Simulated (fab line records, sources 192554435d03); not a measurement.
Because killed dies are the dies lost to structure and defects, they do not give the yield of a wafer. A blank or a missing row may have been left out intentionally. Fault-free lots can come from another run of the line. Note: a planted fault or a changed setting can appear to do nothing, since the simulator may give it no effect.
A struck lot beside a sound one | flow n5 finfet | 17 steps out of a route of 1938
Sound: the wafers L743.1, L743.3, L743.5. Struck: wafers L750.1, L750.5 (left out: L750.4, a lot-mate that was not struck); the cause follows at the end.
At each step with rows: each side's tool, then ch and its chambers, then its first start. Under that, the readings that differ: sound wafers | struck wafers | difference of the means | sigmas: that difference in standard deviations of wafers without a fault.
alike: a reading whose means differ by less than 2 such deviations, as well as words and numbers matching on both sides. not compared: withheld readings; readings where some wafer has no value; bounds like >300 that might hide an equal value; numbers whose values overlap and for which the record gives no deviation.
Wherever a step has rows on one side only, a row that says differs or no value, or a row with sigmas, the two part there. When numbers do not overlap yet have no deviation, they are printed without sigmas and do not part them. A reading that every wafer of one side lacks parts them only if that side has two wafers or more.

first, 3 steps without rows for these wafers: N5_BEOL_M1_ANNEAL_82 (time 240 s); N5_BEOL_M1_SPUTTER_86 (material Cu, target thk 4.5 nm, time 8.29 s); N5_BEOL_M1_ANNEAL_87 (time 240 s).
N5_BEOL_M1_SPUTTER_88: material Cu, target thk 4.5 nm, time 8.29 s.
  sound: pvd sputter-03 at day 8 09:49; struck: pvd sputter-03 at day 9 16:42
  alike: susceptor temp C, throttle valve pct
N5_BEOL_M1_ANNEAL_89: time 240 s.
  sound: pvd sputter-03 at day 8 09:53; struck: pvd sputter-03 at day 9 16:47
  alike: heater power w, susceptor temp C
then, 1 step without rows for these wafers: N5_BEOL_M1_SPUTTER_90 (material Cu, target thk 4.5 nm, time 8.29 s).
N5_BEOL_M1_ANNEAL_91: time 240 s.
  sound: pvd sputter-03 at day 8 10:07; struck: pvd sputter-03 at day 9 17:00
  alike: heater power w, susceptor temp C
then, 2 steps without rows for these wafers: N5_BEOL_M1_SPUTTER_92 (material Cu, target thk 4.5 nm, time 8.29 s); N5_BEOL_M1_ANNEAL_93 (time 240 s).
N5_BEOL_M1_SPUTTER_94: material Cu, target thk 4.5 nm, time 8.29 s.
  sound: pvd sputter-03 at day 8 10:28; struck: pvd sputter-03 at day 9 17:22
  alike: susceptor temp C, throttle valve pct
N5_BEOL_M1_ANNEAL_95: time 240 s.
  sound: pvd sputter-03 at day 8 10:33; struck: pvd sputter-03 at day 9 17:26
  alike: heater power w, susceptor temp C
then, 1 step without rows for these wafers: N5_BEOL_M1_SPUTTER_96 (material Cu, target thk 4.5 nm, time 8.29 s).
N5_BEOL_M1_ECD_50: material Cu, target thk 300 nm.
  sound on ecd cu-01 ch 0,1, day 8 10:48; struck on ecd cu-01 ch 0, day 9 17:42
  reading                                | sound           | struck      | difference | sigmas
  model.Cu_of_BEOL_M1_ECD_50.thk nm (nm) | 300 299.2 296.8 | 486.6 483.8 | +186.5     |
then, 1 step without rows for these wafers: N5_BEOL_M1_ANNEAL_51 (time 90 s).
N5_BEOL_M1_CMP_52: polishes, stops on SiOC, t overpolish 6.8 s, target thk 40 nm.
  sound on cmp-03 ch 0,2,3, day 8 11:16; struck on cmp-04 ch 0,2, day 9 18:17
  reading                | sound    | struck  | difference | sigmas
  time to endpoint s (s) | 62 61 61 | 105 101 | +42        | +10
  alike: motor current A
  not compared: pad life wafers
N5_BEOL_M1_THK_MEAS_53: measures by xrf.
  sound: film metro-02 at day 8 11:28; struck: film metro-02 at day 9 18:31
  alike: M1_THK
-- a jump in the record: the struck wafers' starts before and after are 4 days apart (it breaks off in module BEOL_M1 and resumes in module BEOL_M4, where the first step shown is number 1111 of the route) --
N5_BEOL_M4_RC_MEAS_101:
  sound on prober-01 ch 0, day 12 02:20; struck on prober-01 ch 0, day 14 01:27
  alike: DIBL_N, DIBL_P, IOFF_N, IOFF_P, ION_N, ION_P, SS_N, SS_P, VT_N, VT_P

WHERE THEY PART
N5_BEOL_M1_CMP_52 only, going by this record. Later steps at which nothing parts them and some readings are alike: N5_BEOL_M1_THK_MEAS_53, N5_BEOL_M4_RC_MEAS_101.

WHY: what the simulator had put in
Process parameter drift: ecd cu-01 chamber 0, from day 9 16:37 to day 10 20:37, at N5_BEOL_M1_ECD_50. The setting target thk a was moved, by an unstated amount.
